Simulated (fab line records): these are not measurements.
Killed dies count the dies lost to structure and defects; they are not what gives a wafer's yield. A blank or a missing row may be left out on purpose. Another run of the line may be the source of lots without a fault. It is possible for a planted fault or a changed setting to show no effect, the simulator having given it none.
Chamber matching | flow n5_finfet | N5_ZERO_LAYER_ETCH_18 on rie_si-01: 4 sister chambers
The step etches Si in HBr/Cl2, target depth 120 nm, time 40 s. 16 wafers are shown with their chamber, then 8 later ones without.

## WAFERS, EACH WITH ITS CHAMBER
wafer  | chamber | throttle_valve_pct (%) | oes_product_au (a.u.)
L074.2 | 0       | 36.15                  | 1.000
L074.3 | 3       | 36.12                  | 1.011
L074.5 | 3       | 36.12                  | 1.018
L075.1 | 3       | 36.12                  | 1.014
L075.3 | 0       | 36.15                  | 0.993
L075.5 | 1       | 36.67                  | 0.986
L082.1 | 3       | 36.13                  | 1.009
L082.3 | 0       | 36.16                  | 0.997
L082.6 | 0       | 36.15                  | 1.001
L083.1 | 3       | 36.12                  | 1.006
L083.2 | 1       | 36.66                  | 0.988
L083.3 | 0       | 36.17                  | 1.006
L084.2 | 3       | 36.13                  | 1.013
L084.5 | 2       | 36.10                  | 1.008
L084.6 | 1       | 36.66                  | 0.984
L088.1 | 0       | 36.15                  | 1.001

SIGNATURES (means of the wafers above)
reading            | chamber 0 | chamber 1 | chamber 2 | chamber 3 | scatter within a chamber
throttle_valve_pct | 36.1550   | 36.6633   | 36.1000   | 36.1233   | 0.00677
oes_product_au     | 0.99967   | 0.98600   | 1.00800   | 1.01183   | 0.00398
Rule: for a wafer and a chamber, the distance is found by dividing, reading by reading, the gap between the wafer's reading and the chamber's mean by the reading's scatter, squaring, summing and taking the root. If the next closest chamber is less than 2 further off than the closest, the wafer can't be placed; otherwise it belongs to the closest. How the scatter is found: for the shown wafers, subtract from each reading the mean of its chamber, square and add these, divide the total by (wafers less chambers), then take the root.

## WAFERS WITHOUT THEIR CHAMBER
wafer  | throttle_valve_pct (%) | oes_product_au (a.u.)
L088.2 | 36.67                  | 0.993
L088.4 | 36.14                  | 1.010
L092.1 | 36.16                  | 0.994
L092.2 | 36.64                  | 0.993
L092.5 | 36.65                  | 0.995
L095.1 | 36.09                  | 1.007
L095.4 | 36.65                  | 0.990
L095.5 | 36.64                  | 0.991

## THE CHAMBER EACH PASSED THROUGH
wafer  | from the rows above     | in truth
L088.2 | 1                       | 1
L088.4 | can't be placed: 3 or 0 | 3
L092.1 | 0                       | 0
L092.2 | 1                       | 1
L092.5 | 1                       | 1
L095.1 | 2                       | 2
L095.4 | 1                       | 1
L095.5 | 1                       | 1
Placed correctly: 7 of 8. Cannot be placed on the basis of these rows: 1; the candidates contain the true chamber in 1. Number placed wrongly: 0.
